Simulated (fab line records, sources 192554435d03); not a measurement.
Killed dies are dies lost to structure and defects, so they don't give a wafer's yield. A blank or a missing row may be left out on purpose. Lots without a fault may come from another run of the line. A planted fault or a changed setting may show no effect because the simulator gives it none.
Which tool did it? | flow n5_finfet | 10 lots, 30 wafers sampled, at 1 step of a route of 1938

WHAT THE GAUGES READ, wafer by wafer
N5_BEOL_M4_INSPECT_13: inspects for defects (brightfield).
lot  | measured     | on                | raw_defect_count
L074 | day 7 12:46  | defect_inspect-02 | 393 351 472
L078 | day 8 20:28  | defect_inspect-01 | 414 452 394
L082 | day 9 07:39  | defect_inspect-01 | 343 391 316
L083 | day 9 08:40  | defect_inspect-02 | 471 511 531
L085 | day 10 11:41 | defect_inspect-02 | 502 434 417
L088 | day 11 16:38 | defect_inspect-01 | 308 364 306
L090 | day 11 20:07 | defect_inspect-02 | 367 301 497
L093 | day 12 11:05 | defect_inspect-01 | 385 358 489
L095 | day 12 21:12 | defect_inspect-01 | 452 401 373
L097 | day 13 11:58 | defect_inspect-01 | 370 359 358

WHICH TOOL RAN EACH LOT (tool, then ch and the chambers of the sampled wafers, then the start)
The record holds no process step before these readings.

THE ANSWER, worked out from the rows above alone
Rule: what is usual is taken from the lots themselves. Put in order of their means at a reading, lots are off if they are a third of the lots or fewer, leave a main group of 4 or more, and stand apart from it by a gap of 3 or more times the standard deviation of the main group's means; of several such gaps the widest counts. A main group whose means are all the same, to the digits that the tables above print for the reading, isn't used. A lot without any number at a reading at which 4 lots or more have one is off too. The other lots that the step has rows for count as sound.
No lot is off at any reading shown: from this, nothing can be told.

WHAT THE SIMULATOR HAD PUT IN
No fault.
